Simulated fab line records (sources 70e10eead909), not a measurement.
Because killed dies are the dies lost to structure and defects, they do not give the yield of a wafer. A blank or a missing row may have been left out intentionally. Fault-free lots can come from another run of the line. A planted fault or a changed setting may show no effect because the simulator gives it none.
A struck lot beside a sound one    flow nandHarc    14 steps out of a route of 1302
Sound: wafers L843.2, L843.4, L843.6. Struck: wafers L858.3, L858.4 (left out: L858.2, a lot-mate that was not struck); the cause follows at the end.
At each step with rows: each side's tool, then ch and its chambers, then its first start. Under that, the readings that differ: sound wafers    struck wafers    difference of the means    sigmas: that difference in standard deviations of wafers without a fault.
alike: same words and numbers on both sides, and readings whose means sit less than 2 such deviations apart. not compared: any withheld reading, any reading some wafer has no value for, any bound like >300 that may hide the same value, and any number with overlapping values for which the record gives no deviation.
A row with sigmas, a row that says differs or no value, or rows on one side alone: a step with any of these is where the two part. When numbers do not overlap yet have no deviation, they are printed without sigmas and do not part them. Lack of a reading on every wafer of one side parts them only where that side has two or more wafers.

NHARC_A_ONON_D2_THK_MEAS_14: measures by ellipsometry.
  sound on filmMetro-01 at day 15 17:06; struck on filmMetro-02 at day 21 06:16
reading     sound           struck   difference  sigmas
thkNm (nm)  1007 1008 1007  980 980  -27         -3
then, 2 steps without rows for these wafers: NHARC_A_ONON_D2_ANNEAL_15 (time 3600 s); NHARC_A_ONON_D2_DEP_16 (target thk 1000 nm).
NHARC_A_ONON_D2_THK_MEAS_18: measures by ellipsometry.
  sound on filmMetro-02 at day 16 00:30; struck on filmMetro-01 at day 21 11:40
  alike: thkNm
next comes 1 step that has no rows for these wafers: NHARC_A_ONON_D2_DEP_19 (target thickness 1000 nm).
NHARC_A_ONON_D2_THK_MEAS_21: measures by ellipsometry.
  sound on filmMetro-01 at day 16 01:04; struck on filmMetro-01 at day 21 12:14
reading     sound        struck     difference  sigmas
thkNm (nm)  994 993 994  1024 1026  +31         +4
next comes 1 step that has no rows for these wafers: NHARC_A_ONON_D2_DEP_22 (target thickness 1000 nm).
NHARC_A_ONON_D2_THK_MEAS_24: measures by ellipsometry.
  sound on filmMetro-02 at day 16 01:38; struck on filmMetro-02 at day 21 12:47
  alike: thkNm
next comes 1 step that has no rows for these wafers: NHARC_A_ONON_D2_DEP_25 (target thickness 1000 nm).
NHARC_A_ONON_D2_THK_MEAS_27: measures by ellipsometry.
  sound on filmMetro-02 at day 16 02:12; struck on filmMetro-02 at day 21 13:29
  alike: thkNm
next comes 1 step that has no rows for these wafers: NHARC_A_ONON_D2_DEP_28 (target thickness 1000 nm).
NHARC_A_ONON_D2_THK_MEAS_30: measures by ellipsometry.
  sound on filmMetro-02 at day 16 02:46; struck on filmMetro-02 at day 21 14:03
  alike: thkNm
NHARC_A_ONON_D2_DEP_33: deposits SiO2, target thk 200 nm.
  sound on pecvd-04 ch 0,1, day 16 02:55; struck on pecvd-04 ch 0, day 21 14:07
reading                  sound              struck       difference  sigmas
mfcPrecursorSccm (sccm)  161.5 161.3 161.2  184.6 183.8  +22.9       +47
  alike: chamberPressureTorr, heaterPowerW, susceptorTempC, throttleValvePct
NHARC_A_ONON_D2_THK_MEAS_34: measures by ellipsometry.
  sound on filmMetro-02 at day 16 03:14; struck on filmMetro-01 at day 21 14:31
reading     sound              struck       difference  sigmas
thkNm (nm)  192.7 198.1 200.9  229.1 232.0  +33.3       +12

WHERE THEY PART
First at NHARC_A_ONON_D2_THK_MEAS_14; last, within this record, at NHARC_A_ONON_D2_THK_MEAS_34.

WHY: the cause the simulator had injected
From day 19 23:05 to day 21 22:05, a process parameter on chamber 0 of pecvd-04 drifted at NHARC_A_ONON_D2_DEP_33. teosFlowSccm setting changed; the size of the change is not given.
